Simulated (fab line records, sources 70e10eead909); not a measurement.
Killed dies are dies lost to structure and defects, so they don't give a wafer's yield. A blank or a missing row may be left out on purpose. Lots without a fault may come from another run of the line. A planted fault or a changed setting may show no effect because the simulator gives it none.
fab line records | flow nand_harc
record lots=6 wafers=18 last_day=33
route steps=1302 shown P_CONTACT@225 END@1302
lots that met no fault: from a run of the same line without faults
start_h: hours from the record's first day to the start of the lot's first wafer shown | wait_h: hours since the lot's step before | " the same as in the row above | L1.1+2: a row that stands for several wafers | - no value, or no start given | * or withheld: withheld | < > ~ a bound
route shown NAME@n: a module of which the file shows steps, and the number in the route of the first | usual: mean/standard deviation of fault-free wafers | same: alike in all rows | chamber/n: place in a boat | sites: the reading at each site | _std_site: their standard deviation | _edge_site: outer sites' mean less inner sites' | radius_mm: how far each site lies from the wafer's centre | mask NAME#n: copy n | behind: the tool/chamber that last shaped the wafer | hold: why the lot was held/for how many hours/how that ended | device: the transistor (n, p or np) that didn't switch | end of line: the same wafers' tests at the end of the route | a step without rows: its recipe alone | killed: dies lost to structure and defects at the first sort, not the wafer's yield | map: a wafer's dies, x killed, . not, _ none there
set.NAME: the setting as run; set.NAME@STEP: as run at that earlier step | model.NAME: the simulator's own value behind a step, which no gauge read
lots at some steps of the route; a table a step, a row a wafer
services: from which hour (start_h, from the record's first day; less than 0 if before it) a tool's chamber was out of use, for how many hours, and why
## steps
# step NHARC_P_CONTACT_COAT_34
# recipe temp_c=225 time_s=65
# step NHARC_P_CONTACT_COAT_06
# recipe spin_rpm=1500 resist_thk_nm=90
# step NHARC_P_CONTACT_SOFTBAKE_07
# recipe temp_c=105 time_s=55
# step NHARC_P_CONTACT_EBR_08
# step NHARC_P_CONTACT_EXPOSE_09
# recipe na=1.35 target_cd_nm=90 dose_mj=81.26 mask_id=P_CA
# step NHARC_P_CONTACT_PEB_10
# recipe peb_temp_c=100 peb_time_s=65
# step NHARC_P_CONTACT_DEVELOP_11
# recipe develop_time_s=35 dev_temp_c=23
# step NHARC_P_CONTACT_CD_MEAS_12
# recipe target_cd_nm=90 landing_energy_ev=500
# usual cd_nm=90.3/0.52
# columns lot.wafer tool chamber start_h wait_h cd_nm
L335.1 cd_sem-03 0 146.93 - 90.6
L335.2 " 0 " " 90.4
L335.3 " 0 " " 91.3
L337.1 cd_sem-03 0 167.87 - 89.3
L337.4 " 0 " " 90.5
L337.5 " 0 " " 90.1
L348.1 cd_sem-02 0 280.01 - 90.2
L348.2 " 0 " " 89.1
L348.6 " 0 " " 90.7
L349.1 cd_sem-02 0 290.98 - 89.5
L349.3 " 0 " " 90.3
L349.4 " 0 " " 89.8
L352.1 cd_sem-01 0 323.72 - 90.1
L352.4 " 0 " " 89.9
L352.6 " 0 " " 90.0
L353.1 cd_sem-03 0 324.03 - 91.6
L353.2 " 0 " " 90.5
L353.6 " 0 " " 90.6
# step NHARC_P_CONTACT_OVL_MEAS_13
# usual overlay_x_nm=0.0/0.79 overlay_y_nm=-0.1/0.77
# columns lot.wafer tool chamber start_h wait_h overlay_x_nm overlay_y_nm
L335.1 overlay-01 - 147.01 - 1.9 -1.2
L335.2 " - " " 1.9 -1.8
L335.3 " - " " 1.6 -2.1
L337.1 overlay-01 - 167.96 - 1.3 0.8
L337.4 " - " " 0.7 0.4
L337.5 " - " " 0.4 0.1
L348.1 overlay-01 - 280.10 - -0.1 -1.1
L348.2 " - " " 0.1 -0.6
L348.6 " - " " 0.5 -0.9
L349.1 overlay-01 - 291.07 - 0.7 0.0
L349.3 " - " " 0.0 0.2
L349.4 " - " " 0.8 0.1
L352.1 overlay-02 - 323.81 - -0.1 0.1
L352.4 " - " " 0.0 -0.4
L352.6 " - " " 0.2 0.1
L353.1 overlay-02 - 324.13 - -1.5 0.1
L353.2 " - " " -1.5 -0.1
L353.6 " - " " -1.6 -0.2
# step NHARC_P_CONTACT_INSPECT_14
# usual raw_defect_count=4.0/2.3
# columns lot.wafer tool chamber start_h wait_h raw_defect_count
L335.1 defect_inspect-01 - 147.05 0.0 4
L335.2 " - " " 6
L335.3 " - " " 3
L337.1 defect_inspect-01 - 167.99 0.0 7
L337.4 " - " " 7
L337.5 " - " " 4
L348.1 defect_inspect-02 - 280.13 0.0 7
L348.2 " - " " 5
L348.6 " - " " 3
L349.1 defect_inspect-02 - 291.10 0.0 3
L349.3 " - " " 2
L349.4 " - " " 3
L352.1 defect_inspect-01 - 323.85 0.0 1
L352.4 " - " " 5
L352.6 " - " " 3
L353.1 defect_inspect-02 - 324.16 0.0 2
L353.2 " - " " 8
L353.6 " - " " 2
# step NHARC_P_CONTACT_DESCUM_17
# recipe time_s=3 o2_flow_sccm=200 ar_flow_sccm=0 bias_power_w=0 chemistry=O2
# usual drypump_motor_current_A=5.9/0.43 oes_product_au=1.000/0.0076 rf_vpp_V=57.7/0.84 showerhead_plenum_p_Torr=1.87/0.067 throttle_valve_pct=11.310/0.0085
# columns lot.wafer tool chamber start_h wait_h drypump_motor_current_A oes_product_au rf_hours_counter_h rf_vpp_V showerhead_plenum_p_Torr throttle_valve_pct
L335.3 rie_diel-12 3 147.12 0.1 5.9 1.001 0.7 56.3 1.80 11.307
L335.1 " 0 " " 5.5 1.002 0.7 59.7 1.93 11.308
L335.2 " 1 " " 5.0 0.997 0.7 58.7 1.79 11.315
L337.1 rie_diel-12 3 168.06 0.1 5.9 1.005 1.8 56.4 1.80 11.313
L337.4 " 0 " " 5.5 0.999 1.6 57.2 1.93 11.312
L337.5 " 3 " " 5.9 1.006 - 56.9 1.80 11.289
L348.1 rie_diel-12 0 280.19 0.1 5.5 0.987 0.1 58.8 1.93 11.309
L348.2 " 1 " " 5.0 1.006 0.1 56.3 1.79 11.306
L348.6 " 0 " " 5.5 0.987 - 57.7 1.93 11.309
L349.1 rie_diel-12 0 291.17 0.1 5.5 0.995 0.5 58.5 1.93 11.304
L349.3 " 1 " " 5.0 1.000 0.4 57.5 1.79 11.315
L349.4 " 2 " " 5.7 1.002 0.5 57.6 1.79 11.321
L352.4 rie_diel-11 3 323.91 0.1 6.3 1.011 1.6 57.6 1.90 11.316
L352.1 " 2 " " 6.0 1.000 1.6 57.2 1.87 11.323
L352.6 " 0 " " 6.2 1.006 - 58.9 1.86 11.324
L353.1 rie_diel-01 0 324.23 0.1 6.3 1.003 4.3 57.2 2.04 11.319
L353.2 " 2 " " 5.4 1.009 4.8 58.1 1.92 11.300
L353.6 " 0 " " 6.4 1.003 - 57.8 2.04 11.317
# step NHARC_P_CONTACT_ETCH_35
# recipe target_depth_a=390 over_etch_frac=0.3 time_s=65 ion_energy_ev=80 cf4_flow_sccm=150 ar_flow_sccm=0 rf_w=300 bias_w=100 chemistry=CF4
# usual drypump_motor_current_A=5.9/0.41 oes_product_au=0.999/0.0084 rf_vpp_V=150.8/1.1 run_length_s=86.4/0.46 showerhead_plenum_p_Torr=1.74/0.058 throttle_valve_pct=13.283/0.0079
# columns lot.wafer tool chamber start_h wait_h drypump_motor_current_A oes_product_au rf_hours_counter_h rf_vpp_V run_length_s showerhead_plenum_p_Torr throttle_valve_pct
L335.1 rie_diel-12 2 147.20 0.1 5.7 0.979 0.7 149.5 86.2 1.67 13.280
L335.2 " 3 " " 5.9 1.011 0.7 150.2 85.4 1.67 13.284
L335.3 " 1 " " 5.0 0.994 0.7 149.6 86.4 1.66 13.274
L337.1 rie_diel-12 1 168.15 0.1 5.0 1.001 1.5 150.7 86.1 1.66 13.287
L337.4 " 2 " " 5.7 0.996 1.7 150.2 86.0 1.67 13.293
L337.5 " 0 " " 5.5 1.007 - 151.0 86.2 1.78 13.288
L348.2 rie_diel-12 3 280.28 0.1 5.9 0.990 0.1 149.7 85.4 1.67 13.294
L348.1 " 1 " " 5.0 1.016 0.1 151.0 86.4 1.66 13.281
L348.6 " 0 " " 5.5 0.992 - 150.4 86.5 1.78 13.293
L349.4 rie_diel-12 3 291.25 0.1 5.9 1.008 0.6 151.3 85.4 1.67 13.291
L349.1 " 1 " " 5.0 1.001 0.4 149.7 86.2 1.66 13.278
L349.3 " 2 " " 5.7 1.006 0.5 150.1 86.2 1.67 13.293
L352.4 rie_diel-11 2 324.00 0.1 6.0 0.992 1.6 150.9 86.6 1.73 13.274
L352.1 " 3 " " 6.3 0.994 1.6 151.1 86.3 1.75 13.280
L352.6 " 2 " " 6.0 1.000 - 149.9 86.5 1.73 13.285
L353.2 rie_diel-01 1 324.32 0.1 5.5 0.991 4.5 150.3 85.7 1.71 13.273
L353.1 " 2 " " 5.4 1.013 4.8 151.9 86.6 1.77 13.301
L353.6 " 1 " " 5.5 1.008 - 150.5 85.8 1.71 13.289
# step NHARC_P_CONTACT_ETCH_36
# recipe target_depth_a=2600 over_etch_frac=0.25 time_s=406.25 ion_energy_ev=200 n2_flow_sccm=150 h2_flow_sccm=150 ar_flow_sccm=0 rf_w=400 bias_w=150 chemistry=N2/H2
# usual drypump_motor_current_A=5.9/0.43 oes_product_au=1.000/0.0082 rf_vpp_V=429.4/2.2 run_length_s=427.7/0.47 showerhead_plenum_p_Torr=2.00/0.072 throttle_valve_pct=14.171/0.0088
# columns lot.wafer tool chamber start_h wait_h drypump_motor_current_A oes_product_au rf_hours_counter_h rf_vpp_V run_length_s showerhead_plenum_p_Torr throttle_valve_pct
L335.2 rie_diel-12 3 147.29 - 5.9 0.997 0.8 425.9 426.6 1.91 14.174
L335.3 " 1 " " 5.0 1.004 0.8 427.1 427.8 1.90 14.172
L335.1 " 2 " " 5.7 0.997 0.8 427.4 427.4 1.91 14.170
L337.4 rie_diel-12 3 168.23 - 5.9 1.005 1.9 428.2 426.9 1.91 14.161
L337.1 " 2 " " 5.7 0.992 1.8 428.1 427.3 1.91 14.184
L337.5 " 3 " " 5.9 1.009 - 428.3 426.6 1.91 14.170
L348.2 rie_diel-12 0 280.43 - 5.5 0.988 0.2 431.0 318.1 2.06 14.153
L348.1 " 1 " " 5.0 1.013 0.2 426.3 427.8 1.90 14.171
L348.6 " 2 " " 5.7 1.016 - 425.8 427.8 1.91 14.157
L349.1 rie_diel-12 3 291.34 - 5.9 0.992 0.7 426.2 426.8 1.91 14.174
L349.4 " 0 " " 5.5 0.995 0.6 430.4 318.0 2.06 14.166
L349.3 " 2 " " 5.7 1.005 0.5 426.3 427.2 1.91 14.183
L352.1 rie_diel-11 1 324.15 - 5.9 0.994 1.7 431.4 427.9 2.00 14.167
L352.4 " 2 " " 6.0 0.994 1.7 429.9 427.7 1.99 14.155
L352.6 " 3 " " 6.2 1.005 - 430.5 427.6 2.02 14.160
L353.2 rie_diel-01 2 324.43 - 5.4 1.007 4.8 430.4 428.0 2.04 14.159
L353.1 " 0 " " 6.4 1.002 4.4 435.3 428.2 2.18 14.174
L353.6 " 2 " " 5.4 1.019 - 429.7 427.8 2.04 14.168
# step NHARC_P_CONTACT_ETCH_18
# recipe target_depth_a=4810 time_s=240.5 c4f8_flow_sccm=20 o2_flow_sccm=10 ar_flow_sccm=withheld rf_w=600 bias_w=1500 chemistry=C4F8/O2/Ar
# usual oes_product_au=0.960/0.019 rf_vpp_V=975/4.3 run_length_s=261.9/0.44
# columns lot.wafer tool chamber start_h wait_h oes_product_au rf_hours_counter_h rf_vpp_V run_length_s
L335.3 rie_diel-12 1 - - 0.989 0.9 969 261.9
L335.1 " 2 " " 0.963 0.9 971 262.1
L335.2 " 0 " " 0.982 1.0 980 262.1
L337.1 rie_diel-12 2 - - 0.941 1.9 969 261.8
L337.4 " 1 " " 0.979 1.6 969 262.2
L337.5 " 3 " " 0.967 - 970 260.9
L348.1 rie_diel-12 0 - - 0.951 0.3 979 261.7
L348.2 " 1 " " 0.979 0.3 968 261.8
L348.6 " 3 " " 0.978 - 971 260.9
L349.4 rie_diel-12 3 - - 0.958 0.9 971 261.2
L349.1 " 0 " " 0.952 0.8 980 261.8
L349.3 " 1 " " 0.976 0.6 970 262.4
L352.4 rie_diel-11 3 - - 0.958 1.9 977 262.0
L352.1 " 1 " " 0.970 1.8 976 262.4
L352.6 " 3 " " 0.955 - 977 261.9
L353.1 rie_diel-01 2 - - 0.987 5.1 980 262.3
L353.2 " 1 " " 0.984 4.8 974 261.0
L353.6 " 2 " " 0.993 - 979 262.2
# step NHARC_END_SORT_01
# recipe temp_c=25
# usual killed_at_array=59/20 killed_at_other=0.8/1 killed_at_periphery=3.2/2.1 killed_dies=63/21 killed_open=3.0/1.9 killed_short=2.3/1.5
# same gross_dies=677
# columns lot.wafer tool chamber start_h wait_h killed_at_array killed_at_other killed_at_periphery killed_dies killed_open killed_short
L348.2 prober-01 0 717.83 2.8 83 0 593 676 2 5
L349.4 prober-01 0 730.87 3.3 58 1 614 673 5 2
# killed by level:class
L348.2 P_CONTACT:area_etch=583 A_SLIT:chamber_film_flake=32 A_CHANNEL_HOLE_D1:chamber_film_flake=20 A_CHANNEL_HOLE_D2:chamber_film_flake=20 A_WL_FILL:geometric_particle:short=4 P_CONTACT:chamber_film_flake=4 P_GATE:chamber_film_flake=3 A_CONTACT:chamber_film_flake=3
L349.4 P_CONTACT:area_etch=609 A_SLIT:chamber_film_flake=34 A_CHANNEL_HOLE_D1:chamber_film_flake=8 P_CONTACT:geometric_particle:open=3 A_WL_FILL:chamber_film_flake=3 A_DECK1_JOINT:chamber_film_flake=3 A_BLC:chamber_film_flake=3 A_CONTACT:chamber_film_flake=2
# map L348.2 (x killed, . not)
____________x____________
_________xxxxxxx_________
_______xxxxxxxxxxx_______
______xxxxxxxxxxxxx______
_____xxxxxxxxxxxxxxx_____
____xxxxxxxxxxxxxxxxx____
____xxxxxxxxxxxxxxxxx____
___xxxxxxxxxxxxxxxxxxx___
___xxxxxxxxxxxxxxxxxxx___
__xxxxxxxxxxxxxxxxxxxxx__
__xxxxxxxxxxxxxxxxxxxxx__
_xxxxxxxxxxxxxxxxxxxxxxx_
_xxxxxxx.xxxxxxxxxxxxxxx_
_xxxxxxxxxxxxxxxxxxxxxxx_
_xxxxxxxxxxxxxxxxxxxxxxx_
_xxxxxxxxxxxxxxxxxxxxxxx_
xxxxxxxxxxxxxxxxxxxxxxxxx
xxxxxxxxxxxxxxxxxxxxxxxxx
xxxxxxxxxxxxxxxxxxxxxxxxx
xxxxxxxxxxxxxxxxxxxxxxxxx
xxxxxxxxxxxxxxxxxxxxxxxxx
_xxxxxxxxxxxxxxxxxxxxxxx_
_xxxxxxxxxxxxxxxxxxxxxxx_
_xxxxxxxxxxxxxxxxxxxxxxx_
_xxxxxxxxxxxxxxxxxxxxxxx_
_xxxxxxxxxxxxxxxxxxxxxxx_
__xxxxxxxxxxxxxxxxxxxxx__
__xxxxxxxxxxxxxxxxxxxxx__
___xxxxxxxxxxxxxxxxxxx___
___xxxxxxxxxxxxxxxxxxx___
____xxxxxxxxxxxxxxxxx____
____xxxxxxxxxxxxxxxxx____
_____xxxxxxxxxxxxxxx_____
______xxxxxxxxxxxxx______
_______xxxxxxxxxxx_______
_________xxxxxxx_________
____________x____________
# map L349.4 (x killed, . not)
____________x____________
_________xxxxxxx_________
_______xxxxxxxxxxx_______
______xxxxxxxxxxxxx______
_____xxxxxxxxxxxxxxx_____
____xxxxxxxxxxxxxxxxx____
____xxxxxxxxxxxxxxxxx____
___xxxxxxxxxxxxxxxxxxx___
___xxxxxxxxxxxxxxxxxxx___
__xxxxxxxxxxxxxxxxxxxxx__
__xxxxxxxxxxxxxxxxxxxxx__
_xxxxxxxxxxxxxxxxxxxxxxx_
_xxxxxxxxxxxxxxxxxxxxxxx_
_xxxxxxxxxxxxxxxxxxxxxxx_
_xxxxxxxxxxxxxxxxxxxxxxx_
_xxxxxxxxxxxxxxxxxxxxxxx_
xxxxxxxxxxxxxxxxx.xxxxxxx
xxxxxxxxxxxxxxxxxxxxxxxxx
xxxxxxxxxxxxxx.xxxxxxxxxx
xxxxxxxxxxxxxxxxxxxxxxxxx
xxxxxxxxxxxxxxxxxxxxxxxxx
_xxxxxxxxxxxxxxxxxxxxxxx_
_xxxxxxxxxxxxxxxxxxxxxxx_
_xxxxxxxxxxxxxxxxxxxxxxx_
_xxxxxxxxx.x.xxxxxxxxxxx_
_xxxxxxxxxxxxxxxxxxxxxxx_
__xxxxxxxxxxxxxxxxxxxxx__
__xxxxxxxxxxxxxxxxxxxxx__
___xxxxxxxxxxxxxxxxxxx___
___xxxxxxxxxxxxxxxxxxx___
____xxxxxxxxxxxxxxxxx____
____xxxxxxxxxxxxxxxxx____
_____xxxxxxxxxxxxxxx_____
______xxxxxxxxxxxxx______
_______xxxxxxxxxxx_______
_________xxxxxxx_________
____________x____________
## services
# columns tool chamber start_h hours kind
rie_diel-12 0 124.90 - clean
rie_diel-12 1 124.90 - clean
rie_diel-12 2 124.90 - clean
rie_diel-12 3 124.90 - clean
rie_diel-12 0 149.40 - clean
rie_diel-12 1 149.40 - clean
rie_diel-12 2 149.40 - clean
rie_diel-12 3 149.40 - clean
rie_diel-12 0 173.90 - clean
rie_diel-12 1 173.90 - clean
rie_diel-12 2 173.90 - clean
rie_diel-12 3 173.90 - clean
rie_diel-12 3 184.98 2.4 repair
rie_diel-12 - 190.07 0.3 repair
rie_diel-12 0 198.40 - clean
rie_diel-12 1 198.40 - clean
rie_diel-12 2 198.40 - clean
rie_diel-12 3 198.40 - clean
rie_diel-01 - 218.71 9.0 pm
rie_diel-12 0 222.90 - clean
rie_diel-12 1 222.90 - clean
rie_diel-12 2 222.90 - clean
rie_diel-11 - 255.50 9.0 pm
rie_diel-12 - 268.40 9.0 pm
## key
first_sign step=NHARC_P_CONTACT_ETCH_36 reading=run_length_s direction=down sigmas=99+ usual=* struck=*
effect step=NHARC_END_SORT_01 reading=killed_at_periphery direction=up sigmas=99+ usual=3.2 struck=603.5
more_kills_born_at NHARC_P_CONTACT_ETCH_36@rie_diel-12=1192
met_at NHARC_P_CONTACT_ETCH_36
struck_wafers L348.2,L349.4
later_rows_left_out L348.2,L349.4
tester_left_out L348,L349
fault kind=process_parameter_drift tool=rie_diel-12 chamber=0 onset_h=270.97 steps=NHARC_P_CONTACT_ETCH_36 channel=time_s offset=* shape=step end_h=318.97 acts_in=* stated=*
# tester_left_out: of these lots the tester's yield and bins aren't shown, on N5 and GAA mostly nor the transistor test; their killed dies are dies lost to structure and defects alone, not to doping, threshold or leakage, so they don't give the yield
# later_rows_left_out: the simulator's readings of these wafers behind a module that went badly wrong aren't trusted and aren't shown, but for the sort
